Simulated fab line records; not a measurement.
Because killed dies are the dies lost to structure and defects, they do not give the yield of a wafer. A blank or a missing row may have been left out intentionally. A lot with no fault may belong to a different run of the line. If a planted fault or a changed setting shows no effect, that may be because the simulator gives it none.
Which of the tools did it? | flow nand_harc | 12 lots, 36 wafers sampled, at 5 steps of a route of 1302

== WHAT EACH GAUGE READ, for each wafer ==
NHARC_END_SORT_01. Usual: killed_at_array 41, standard deviation 10; killed_at_other 0.8, standard deviation 0.91; killed_at_periphery 4.2, standard deviation 2.9; killed_dies 46, standard deviation 10; killed_open 3.5, standard deviation 2.1; killed_short 2.5, standard deviation 1.6.
lot  | measured     | on        | killed_at_array | killed_at_other | killed_at_periphery | killed_dies | killed_open | killed_short | flag
L733 | day 31 19:32 | prober-02 | 676 670 670     | 0 1 0           | 1 6 7               | 677 677 677 | 2 6 1       | 2 3 5        | OFF
L735 | day 34 11:05 | prober-02 | 670 673 669     | 0 0 2           | 7 4 6               | 677 677 677 | 2 2 3       | 4 4 6        | OFF
L734 | day 34 12:41 | prober-01 | 670 666 666     | 0 2 1           | 7 9 10              | 677 677 677 | 2 2 2       | 1 3 2        | OFF

== WHICH TOOL RAN EACH LOT (tool, then ch and the chambers of the sampled wafers, then the start) ==
lot  | NHARC_A_STAIRCASE_ETCH_15                     | NHARC_A_STAIRCASE_TRIM_16                     | NHARC_A_STAIRCASE_ETCH_21          | NHARC_A_STAIRCASE_ETCH_25
L714 | rie_diel-11 ch 0,3, day 15 22:29 or earlier   | rie_diel-11 ch 0,2,3, day 15 22:29 or earlier | rie_diel-11 ch 2,3, day 15 22:29   | rie_diel-11 ch 0,1,2, no start
L713 | rie_diel-01 ch 0,1,3, day 16 08:48 or earlier | rie_diel-01 ch 0,2, day 16 08:48 or earlier   | rie_diel-01 ch 1,3, day 16 08:48   | rie_diel-01 ch 0,1,3, no start
L719 | rie_diel-11 ch 0,1,3, day 17 18:23 or earlier | rie_diel-11 ch 0,2,3, day 17 18:23 or earlier | rie_diel-11 ch 1,2,3, day 17 18:23 | rie_diel-11 ch 1,2,3, no start
L721 | rie_diel-08 ch 0,1, day 19 08:49 or earlier   | rie_diel-08 ch 0,2,3, day 19 08:49 or earlier | rie_diel-08 ch 2,3, day 19 08:49   | rie_diel-08 ch 0,1, no start
L722 | rie_diel-08 ch 0,1,2, day 20 00:31 or earlier | rie_diel-08 ch 0,2,3, day 20 00:31 or earlier | rie_diel-01 ch 0,2,3, day 20 00:31 | rie_diel-01 ch 0,2,3, no start
L724 | rie_diel-01 ch 1,2, day 20 10:40 or earlier   | rie_diel-01 ch 0,1,3, day 20 10:40 or earlier | rie_diel-01 ch 1,3, day 20 10:40   | rie_diel-01 ch 1,2, no start
L727 | rie_diel-08 ch 0,2,3, day 21 10:33 or earlier | rie_diel-08 ch 0,1,2, day 21 10:33 or earlier | rie_diel-11 ch 0,2, day 21 10:33   | rie_diel-11 ch 0,1, no start
L728 | rie_diel-11 ch 0,1,2, day 21 14:40 or earlier | rie_diel-11 ch 0,2, day 21 14:40 or earlier   | rie_diel-11 ch 0,2, day 21 14:40   | rie_diel-11 ch 0,1,2, no start
L733 | rie_diel-01 ch 0,1,2, day 23 17:52 or earlier | rie_diel-01 ch 0,2,3, day 23 17:52 or earlier | rie_diel-01 ch 0,1,3, day 23 17:52 | rie_diel-01 ch 1,2,3, day 31 19:32 or earlier
L736 | rie_diel-01 ch 1,2, day 25 01:08 or earlier   | rie_diel-01 ch 0,2,3, day 25 01:08 or earlier | rie_diel-11 ch 0,1, day 25 01:08   | rie_diel-11 ch 0,1,2, no start
L735 | rie_diel-08 ch 1,2, day 25 01:30 or earlier   | rie_diel-08 ch 0,1,3, day 25 01:30 or earlier | rie_diel-08 ch 0,3, day 25 01:30   | rie_diel-08 ch 0,2,3, day 34 11:05 or earlier
L734 | rie_diel-11 ch 1,3, day 25 07:01 or earlier   | rie_diel-11 ch 0,2,3, day 25 07:01 or earlier | rie_diel-01 ch 0,1,3, day 25 07:01 | rie_diel-01 ch 1,2,3, day 34 12:41 or earlier
- NHARC_A_STAIRCASE_ETCH_15: etches the open film in C4F8/O2, target depth 100 nm, time 40.5 s.
- NHARC_A_STAIRCASE_TRIM_16: chemistry O2, time 211.2 s.
- NHARC_A_STAIRCASE_ETCH_21: etches the open film in C4F8/O2, target depth 100 nm, time 40.5 s.
- NHARC_A_STAIRCASE_ETCH_25: etches the open film in C4F8/O2, target depth 100 nm, time 40.5 s.

== WHAT THE TOOLS THEMSELVES READ (means of the sampled wafers that have a number; where no wafer has one, the mark that the record gives instead) ==
NHARC_A_STAIRCASE_ETCH_15. Usual: bias_w 1001 W, standard deviation 3.1; chamber_pressure_mTorr 25.000 mTorr, standard deviation 0.024; oes_product_au 0.947 a.u., standard deviation 0.011; rf_vpp_V 897 V, standard deviation 4.7.
lot  | tool        | bias_w (W) | chamber_pressure_mTorr (mTorr) | oes_product_au (a.u.) | rf_vpp_V (V) | flag
L714 | rie_diel-11 | 996        | 25.010                         | 0.961                 | 899          |
L713 | rie_diel-01 | 1001       | 25.016                         | 0.944                 | 893          |
L719 | rie_diel-11 | 999        | 24.972                         | 0.955                 | 898          |
L721 | rie_diel-08 | 1002       | 25.012                         | 0.950                 | 899          |
L722 | rie_diel-08 | 1000       | 25.010                         | 0.937                 | 897          |
L724 | rie_diel-01 | 1004       | 25.017                         | 0.957                 | 894          |
L727 | rie_diel-08 | 1000       | 25.015                         | 0.945                 | 895          |
L728 | rie_diel-11 | 1001       | 25.005                         | 0.947                 | 898          |
L733 | rie_diel-01 | 1001       | 24.996                         | 0.955                 | 896          |
L736 | rie_diel-01 | 1001       | 24.984                         | 0.953                 | 899          |
L735 | rie_diel-08 | 1000       | 25.000                         | 0.959                 | 898          |
L734 | rie_diel-11 | 999        | 25.007                         | 0.949                 | 897          |

NHARC_A_STAIRCASE_TRIM_16. Usual: chamber_pressure_mTorr 60.00 mTorr, standard deviation 0.059; drypump_motor_current_A 5.6 A, standard deviation 0.41; oes_product_au 1.004 a.u., standard deviation 0.01; rf_vpp_V 57.8 V, standard deviation 0.85; showerhead_plenum_p_Torr 3.55 Torr, standard deviation 0.12; throttle_valve_pct 17.036 %, standard deviation 0.009.
lot  | tool        | chamber_pressure_mTorr (mTorr) | drypump_motor_current_A (A) | oes_product_au (a.u.) | rf_vpp_V (V) | showerhead_plenum_p_Torr (Torr) | throttle_valve_pct (%) | flag
L714 | rie_diel-11 | 59.97                          | 5.8                         | 1.020                 | 58.5         | 3.64                            | 17.036                 |
L713 | rie_diel-01 | 59.97                          | 5.7                         | 1.006                 | 57.2         | 3.28                            | 17.035                 |
L719 | rie_diel-11 | 60.04                          | 5.8                         | 1.011                 | 57.9         | 3.64                            | 17.030                 |
L721 | rie_diel-08 | 60.06                          | 5.6                         | 1.001                 | 58.4         | 3.51                            | 17.046                 |
L722 | rie_diel-08 | 59.99                          | 5.6                         | 1.005                 | 57.4         | 3.50                            | 17.034                 |
L724 | rie_diel-01 | 60.04                          | 5.7                         | 1.009                 | 57.4         | 3.59                            | 17.031                 |
L727 | rie_diel-08 | 59.99                          | 5.5                         | 1.009                 | 58.4         | 3.55                            | 17.029                 |
L728 | rie_diel-11 | 60.02                          | 6.2                         | 0.998                 | 58.0         | 3.57                            | 17.047                 |
L733 | rie_diel-01 | 59.99                          | 5.8                         | 0.998                 | 57.2         | 3.48                            | 17.044                 |
L736 | rie_diel-01 | 59.98                          | 5.8                         | 1.002                 | 58.0         | 3.66                            | 17.041                 |
L735 | rie_diel-08 | 60.06                          | 5.6                         | 1.014                 | 57.4         | 3.54                            | 17.035                 |
L734 | rie_diel-11 | 59.95                          | 5.7                         | 1.011                 | 58.3         | 3.61                            | 17.030                 |

NHARC_A_STAIRCASE_ETCH_21. Usual: bias_w 1000 W, standard deviation 3.1; chamber_pressure_mTorr 25.002 mTorr, standard deviation 0.022; oes_product_au 0.953 a.u., standard deviation 0.016; rf_vpp_V 896 V, standard deviation 4.9.
lot  | tool        | bias_w (W) | chamber_pressure_mTorr (mTorr) | oes_product_au (a.u.) | rf_vpp_V (V) | flag
L714 | rie_diel-11 | 997        | 25.001                         | 0.959                 | 902          |
L713 | rie_diel-01 | 1000       | 24.985                         | 0.940                 | 894          |
L719 | rie_diel-11 | 1000       | 24.998                         | 0.948                 | 899          |
L721 | rie_diel-08 | 999        | 24.985                         | 0.935                 | 893          |
L722 | rie_diel-01 | 1002       | 24.999                         | 0.959                 | 894          |
L724 | rie_diel-01 | 1000       | 25.016                         | 0.934                 | 892          |
L727 | rie_diel-11 | 998        | 24.997                         | 0.968                 | 897          |
L728 | rie_diel-11 | 1002       | 25.005                         | 0.939                 | 898          |
L733 | rie_diel-01 | -          | -                              | -                     | -            | OFF
L736 | rie_diel-11 | 1000       | 25.003                         | 0.974                 | 894          |
L735 | rie_diel-08 | -          | -                              | -                     | -            | OFF
L734 | rie_diel-01 | -          | -                              | -                     | -            | OFF

NHARC_A_STAIRCASE_ETCH_25. Usual: bias_w 999.8 W, standard deviation 3; chamber_pressure_mTorr 25.00 mTorr, standard deviation 0.043; oes_product_au 0.949 a.u., standard deviation 0.011; rf_vpp_V 896 V, standard deviation 4.8.
lot  | tool        | bias_w (W) | chamber_pressure_mTorr (mTorr) | oes_product_au (a.u.) | rf_vpp_V (V) | flag
L714 | rie_diel-11 | 1000.0     | 24.98                          | 0.950                 | 898          |
L713 | rie_diel-01 | 1000.9     | 25.00                          | 0.943                 | 892          |
L719 | rie_diel-11 | 1000.4     | 25.01                          | 0.953                 | 899          |
L721 | rie_diel-08 | 999.7      | 25.00                          | 0.961                 | 899          |
L722 | rie_diel-01 | 999.8      | 25.02                          | 0.932                 | 895          |
L724 | rie_diel-01 | 997.6      | 24.99                          | 0.957                 | 893          |
L727 | rie_diel-11 | 996.4      | 25.01                          | 0.934                 | 895          |
L728 | rie_diel-11 | 998.0      | 25.01                          | 0.949                 | 896          |
L733 | rie_diel-01 | 998.8      | 25.00                          | 0.956                 | 891          |
L736 | rie_diel-11 | 998.8      | 25.01                          | 0.947                 | 896          |
L735 | rie_diel-08 | 998.9      | 24.98                          | 0.956                 | 894          |
L734 | rie_diel-01 | 1000.0     | 25.04                          | 0.956                 | 898          |

== THE ANSWER, worked out from the rows above alone ==
Rule: lot off if the mean of its wafers having a number is beyond 3 standard deviations from the usual mean. A lot without any number at a reading at which 4 lots or more have one is off too. The other lots that the step has rows for count as sound. After the gauges, taken in route order, come the tools' own readings; for these a lot's mean is taken, as printed above. The first step at which some lot is off is used, and at that step the reading that is off furthest; a lot without a number counts as furthest.
Off: L733, L735, L734 (NHARC_END_SORT_01, killed_at_array). Neither off nor sound, because the step has no rows for them: L714, L713, L719, L721, L722, L724, L727, L728, L736.
If a tool, at a process step before that reading, ran all the lots that are off and no sound lot after the first of them, it fits. The gauges at NHARC_END_SORT_01 aren't tried: what is off there is off at NHARC_A_STAIRCASE_ETCH_21 too, on other tools, and a gauge's error can't cause that. With no start given for some of its lots, NHARC_A_STAIRCASE_ETCH_15 uses the hours and lot order of NHARC_A_STAIRCASE_ETCH_21. With no start given for some of its lots, NHARC_A_STAIRCASE_TRIM_16 uses the hours and lot order of NHARC_A_STAIRCASE_ETCH_21. With no start given for some of its lots, NHARC_A_STAIRCASE_ETCH_25 uses the hours and lot order of NHARC_END_SORT_01. Not one of the candidates tried fits.

== WHAT WAS PUT IN BY THE SIMULATOR ==
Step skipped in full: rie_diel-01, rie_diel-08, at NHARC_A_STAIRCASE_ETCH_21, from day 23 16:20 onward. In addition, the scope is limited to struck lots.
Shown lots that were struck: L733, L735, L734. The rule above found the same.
